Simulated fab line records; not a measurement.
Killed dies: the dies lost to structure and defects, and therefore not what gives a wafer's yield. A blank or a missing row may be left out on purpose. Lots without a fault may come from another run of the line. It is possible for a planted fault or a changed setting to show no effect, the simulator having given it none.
The tool behind it: which one?    flow n5Finfet    33 wafers from 11 lots sampled at 2 of the route's 1938 steps

WHAT THE GAUGES SHOWED, per wafer
N5_MIM_BOT_LITHO_OVL_MEAS_11. Usual: MIM_BOT_OVL 1 nm, standard deviation 4.9.
lot   measured      on          MIM_BOT_OVL (nm)  flag
L856  day 11 20:46  overlay-01  4 3 8             
L857  day 12 02:53  overlay-01  6 6 0             
L858  day 13 01:20  overlay-01  0 -1 -2           
L859  day 13 04:48  overlay-02  -2 -10 -3         
L860  day 13 01:45  overlay-01  -4 6 6            
L861  day 13 15:25  overlay-02  -8 -10 -6         
L872  day 16 13:58  overlay-02  -7 7 0            
L873  day 16 19:46  overlay-02  -3 -5 -4          
L875  day 17 02:37  overlay-01  5 5 6             
L877  day 17 03:07  overlay-02  0 -2 2            
L878  day 17 07:27  overlay-01  7 -8 1            

EACH LOT AND THE TOOL THAT RAN IT (in order: tool; ch and the chambers of the sampled wafers; start)
lot   N5_DUMMY_GATE_CVD_03
L856  lpcvd-01 ch 1/100,1/90,1/95, day 2 14:29
L857  lpcvd-01 ch 0/15,0/25,0/34, day 2 21:01
L858  lpcvd-01 ch 0/15,0/29,0/34, day 3 01:48
L859  lpcvd-01 ch 1/40,1/50,1/59, day 3 07:22
L860  lpcvd-01 ch 1/15,1/34,1/39, day 3 12:55
L861  lpcvd-01 ch 0/40,0/50,0/59, day 3 19:01
L872  lpcvd-02 ch 0/15,0/34,0/39, day 6 13:28
L873  lpcvd-02 ch 0/100,0/114,0/90, day 6 19:29
L875  lpcvd-02 ch 0/100,0/109,0/114, day 7 08:07
L877  lpcvd-02 ch 0/15,0/20,0/29, day 7 19:29
L878  lpcvd-02 ch 1/29,1/34,1/39, day 8 01:25
- N5_DUMMY_GATE_CVD_03: deposits a-Si from SiH4, target thk 150 nm, time 8042 s.

WHAT THE TOOLS THEMSELVES READ (means of the sampled wafers that have a number; where no wafer has one, the mark that the record gives instead)
N5_DUMMY_GATE_CVD_03. Usual: spikeTcBottomC 551 C, standard deviation 3.2; spikeTcCentreC 531.1 C, standard deviation 0.95; zonePowerLowerPct 6.9 %, standard deviation 0.34; zonePowerUpperPct 7.14 %, standard deviation 0.28.
lot   tool      spikeTcBottomC (C)  spikeTcCentreC (C)  zonePowerLowerPct (%)  zonePowerUpperPct (%)  flag
L856  lpcvd-01  550                 531.7               7.0                    7.05                   
L857  lpcvd-01  546                 532.3               7.2                    6.83                   
L858  lpcvd-01  546                 532.2               7.2                    6.81                   
L859  lpcvd-01  551                 531.5               6.9                    6.97                   
L860  lpcvd-01  551                 531.6               7.0                    6.97                   
L861  lpcvd-01  546                 532.1               7.2                    6.84                   
L872  lpcvd-02  553                 530.8               7.0                    7.57                   
L873  lpcvd-02  553                 530.0               7.0                    7.56                   
L875  lpcvd-02  552                 529.2               7.0                    7.64                   
L877  lpcvd-02  553                 529.8               7.0                    7.57                   
L878  lpcvd-02  555                 531.1               6.2                    7.16                   

THE ANSWER, worked out from the rows above alone
Rule: take the mean of a lot's wafers that have a number; if it is more than 3 standard deviations from the usual mean, the lot is off. A lot without any number at a reading at which 4 lots or more have one is off too. All remaining lots with rows at the step are treated as sound. First the gauges in route order, then the tools' own readings, where a lot's mean is used as printed above. The first step at which some lot is off is used, and at that step the reading that is off furthest; a lot without a number counts as furthest.
No lot is off at any reading shown: from this, nothing can be told.

WHAT THE SIMULATOR HAD INSERTED
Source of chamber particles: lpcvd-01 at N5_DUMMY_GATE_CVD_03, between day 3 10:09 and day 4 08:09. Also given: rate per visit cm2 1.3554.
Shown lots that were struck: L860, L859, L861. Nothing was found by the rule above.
